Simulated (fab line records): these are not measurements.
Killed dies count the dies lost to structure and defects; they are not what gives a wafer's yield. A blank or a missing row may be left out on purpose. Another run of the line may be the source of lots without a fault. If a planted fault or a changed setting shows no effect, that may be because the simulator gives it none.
The tool behind it: which one? | flow n5Finfet | 12 lots with 36 wafers sampled at 2 steps, on a route of 1938 steps

## WHAT THE GAUGES SHOWED, per wafer
N5_BEOL_M5_OCD_MEAS_38.
lot  | measured     | on     | trenchDepthNm (nm)
L074 | day 10 23:53 | ocd-02 | 73.3 71.6 72.6
L077 | day 11 22:22 | ocd-02 | 71.5 71.7 72.3
L081 | day 12 07:06 | ocd-01 | 72.2 72.3 73.2
L078 | day 12 22:18 | ocd-02 | 72.2 72.0 71.8
L082 | day 13 04:32 | ocd-01 | 77.5 73.0 72.9
L086 | day 13 17:31 | ocd-01 | 71.7 74.3 74.3
L088 | day 14 10:52 | ocd-01 | 77.2 73.1 74.0
L087 | day 14 17:20 | ocd-02 | 73.7 72.7 71.3
L090 | day 15 14:20 | ocd-02 | 70.4 73.9 70.7
L093 | day 15 21:22 | ocd-01 | 72.7 72.8 74.0
L096 | day 16 19:09 | ocd-02 | 70.3 70.5 70.0
L095 | day 17 23:55 | ocd-01 | 71.3 72.1 72.0

## WHICH TOOL RAN EACH LOT (tool, then ch and the chambers of the sampled wafers, then the start)
lot  | N5_BEOL_M5_ETCH_67
L074 | rieDiel-02 ch 1,2,3, day 10 23:31
L077 | rieDiel-02 ch 1,2, day 11 21:59
L081 | rieDiel-03 ch 1,2,3, day 12 06:44
L078 | rieDiel-02 ch 1,2,3, day 12 21:56
L082 | rieDiel-03 ch 0,2,3, day 13 04:10
L086 | rieDiel-06 ch 0,1, day 13 17:09
L088 | rieDiel-03 ch 0,2,3, day 14 10:30
L087 | rieDiel-06 ch 0,1,3, day 14 16:58
L090 | rieDiel-06 ch 1,2,3, day 15 13:58
L093 | rieDiel-03 ch 1,2, day 15 20:59
L096 | rieDiel-02 ch 1,2,3, day 16 18:47
L095 | rieDiel-06 ch 2,3, day 17 23:32
- N5_BEOL_M5_ETCH_67: etches SiARC in CF4, target depth 15.6 nm, time 26 s.

## THE ANSWER, worked out from the rows above alone
Rule: the lots themselves supply what counts as usual. The widest of any qualifying gaps counts: lots, ordered by their means at a reading, are off when they make up no more than a third of the lots, leave a main group of 4 or more, and stand apart from it by 3 or more times the standard deviation of that group's means. Not used: any main group whose means are identical at the precision the tables above print for the reading. A lot without any number at a reading at which 4 lots or more have one is off too. Any other lot the step has rows for is counted as sound.
Nothing can be told from this: no lot is off at any reading shown.

## WHAT WAS PUT IN BY THE SIMULATOR
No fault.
